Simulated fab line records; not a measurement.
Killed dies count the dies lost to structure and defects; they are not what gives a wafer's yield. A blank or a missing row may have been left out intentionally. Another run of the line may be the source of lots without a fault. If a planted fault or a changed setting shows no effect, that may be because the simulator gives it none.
Which tool did it? :: flow n5_finfet :: 11 lots (30 wafers sampled), 1 step of a 1938-step route

== WHAT THE GAUGES READ, wafer by wafer ==
N5_BEOL_M5_OVL_MEAS_29. Usual: V4_OVL typically reads -0.2 nm, with standard deviation 0.62.
lot: L363
measured: day 8 04:28
on: overlay-01
V4_OVL (nm): 0.7 0.0 0.9
flag: 

lot: L366
measured: day 9 00:15
on: overlay-02
V4_OVL (nm): -0.6 -0.4 -0.5
flag: 

lot: L367
measured: day 9 06:02
on: overlay-02
V4_OVL (nm): -1.0 -0.8 -2.3
flag: 

lot: L368
measured: day 9 14:47
on: overlay-02
V4_OVL (nm): -1.0 -0.3 -0.1
flag: 

lot: L369
measured: day 9 17:08
on: overlay-01
V4_OVL (nm): -0.9 0.0 0.9
flag: 

lot: L370
measured: day 10 05:11
on: overlay-02
V4_OVL (nm): -0.4 -1.0 -0.8
flag: 

lot: L374
measured: day 11 06:41
on: overlay-01
V4_OVL (nm): -0.3 -0.2
flag: 

lot: L376
measured: day 11 20:07
on: overlay-02
V4_OVL (nm): 0.5 0.4 0.1
flag: 

lot: L378
measured: day 12 08:13
on: overlay-01
V4_OVL (nm): -0.3 -0.2
flag: 

lot: L380
measured: day 12 17:47
on: overlay-01
V4_OVL (nm): -1.0 0.0
flag: 

lot: L386
measured: day 14 03:55
on: overlay-01
V4_OVL (nm): 0.6 -1.0 -0.4
flag: 

== WHAT TOOL EACH LOT RAN ON (gives the tool, then ch and the chambers of the sampled wafers, and finally the start) ==
The record holds no process step before these readings.

== AS READ BY THE TOOLS THEMSELVES (means over the sampled wafers that have a number; for cases with no such wafer, the mark the record gives instead) ==
The record holds no such reading with a usual standard deviation.

== THE ANSWER, worked out from the rows above alone ==
Rule: take the mean of a lot's wafers that have a number; if it is more than 3 standard deviations from the usual mean, the lot is off. Also off: a lot with no number at a reading for which 4 or more lots have one. Any other lot the step has rows for is counted as sound. After the gauges, taken in route order, come the tools' own readings; for these a lot's mean is taken, as printed above. At the first step where some lot is off, the reading lying furthest off is the one used; lots without a number count as furthest.
Nothing can be told from this: no lot is off at any reading shown.

== WHAT THE SIMULATOR PUT IN ==
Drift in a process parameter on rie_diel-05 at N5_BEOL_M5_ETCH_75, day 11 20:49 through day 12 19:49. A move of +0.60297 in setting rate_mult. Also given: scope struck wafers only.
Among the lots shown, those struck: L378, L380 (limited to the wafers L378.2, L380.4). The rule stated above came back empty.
